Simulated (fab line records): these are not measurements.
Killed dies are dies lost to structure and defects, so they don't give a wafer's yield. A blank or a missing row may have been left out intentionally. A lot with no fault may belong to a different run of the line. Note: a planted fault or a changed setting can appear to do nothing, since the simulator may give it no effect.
Code-filled problem report in 8D (eight disciplines) form / flow n5Finfet / the parts of the form that need people (team, actions taken, sign-off) are left out

## 1. PROBLEM STATEMENT
At N5_PASSIVATION_PROBE_49, killedAtOther averages 1091.3 over 3 wafers from 2 lots, while fault-free wafers read 2.9, standard deviation 2.6. That is +99 or more standard deviations from the usual mean.
First observed at day 14 12:02: wafer L821.4, on prober-02. At this step, 6 wafers from 2 lots have a number in the record. By rule, "out" or "out of limits" means more than 4 standard deviations away from the usual mean. The other wafers with a number count as sound.

## 2. WHAT THIS IS AND IS NOT
question=which readings at this step | is=killedAtOther, defectLimitedYield, killedDies, killedOnRim, sortNPass, sortYieldPct | is not=killed_at_M0_to_M3, killed_at_M4_up, killedAtContacts, killedAtFrontEnd, killedOpen, sort_bin_5_function, sort_bin_6_memory
question=which lots | is=L821, L822 | is not=-
question=which wafers of those lots | is=L821.4, L822.1, L822.4 | is not=L821.2, L821.6, L822.2
question=read on which tools | is=prober-01, prober-02 | is not=-
question=when | is=from day 14 12:02 | is not=up to then (1 sound wafer); but 2 sound wafers of L821, L822 came after

## 3. SUSPECTS, AND WHAT RULES EACH OUT
Counting: any tool at a process step up to the reading remains a suspect provided it ran every lot that is out. Sound lots after the first of them don't rule it out here, since some wafers of a struck lot are sound.
- pecvd-02 at N5_MIM_TOP_ETCH_PECVD_03 (deposits SiNx from SiH4/NH3/N2, target thk 20 nm, time 17.6 s): kept. It ran every lot that is out, first L821 (day 14 01:56).
Remaining after the count: pecvd-02 at N5_MIM_TOP_ETCH_PECVD_03.

## 4. THE CAUSE (what the simulator had put in)
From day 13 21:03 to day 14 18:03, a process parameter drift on pecvd-02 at N5_MIM_TOP_ETCH_PECVD_03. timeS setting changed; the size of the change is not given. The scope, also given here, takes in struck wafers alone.
The count eliminated every tool but this one.

## 5. THE CHAIN OF EFFECTS, in route order
Rows list readings where the struck wafers' mean (over those with a number) sits beyond 3 standard deviations from the usual. Readings are gone through only where the record gives a usual standard deviation; hours: the median, over the lots, of the time from a lot's start at the first step in this table giving one to that lot's start at this step; sigmas: the change measured in usual standard deviations.
hours=0; step=N5_PASSIVATION_PROBE_49; reading=defectLimitedYield; usual=91.1 %; on struck wafers=0.0; change=-91.1; sigmas=-70
hours=0; step=N5_PASSIVATION_PROBE_49; reading=killedAtOther; usual=2.9; on struck wafers=1091.3; change=+1088.4; sigmas=+99 or more
hours=0; step=N5_PASSIVATION_PROBE_49; reading=killedDies; usual=105; on struck wafers=1180; change=+1075; sigmas=+72
hours=0; step=N5_PASSIVATION_PROBE_49; reading=killedOnRim; usual=14; on struck wafers=152; change=+138; sigmas=+39
hours=0; step=N5_PASSIVATION_PROBE_49; reading=sortNPass; usual=1075; on struck wafers=0; change=-1075; sigmas=-72
hours=0; step=N5_PASSIVATION_PROBE_49; reading=sortYieldPct; usual=91.1 %; on struck wafers=0.0; change=-91.1; sigmas=-70
The process steps in it:
- N5_PASSIVATION_PROBE_49

## 6. HOW IT WOULD HAVE BEEN CAUGHT EARLIER
First out-of-limits reading in this record: day 14 12:02, which is 15 hours after fault onset at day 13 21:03.
Of the tool readings at N5_MIM_TOP_ETCH_PECVD_03 for which the record gives a usual standard deviation, none was out on any struck wafer, so an alarm limit of 4 standard deviations on them would not have fired.
Lots out: 2; of these, L822 started N5_MIM_TOP_ETCH_PECVD_03 on pecvd-02 after day 14 12:02. A tool hold placed at that time would have kept it from harm.
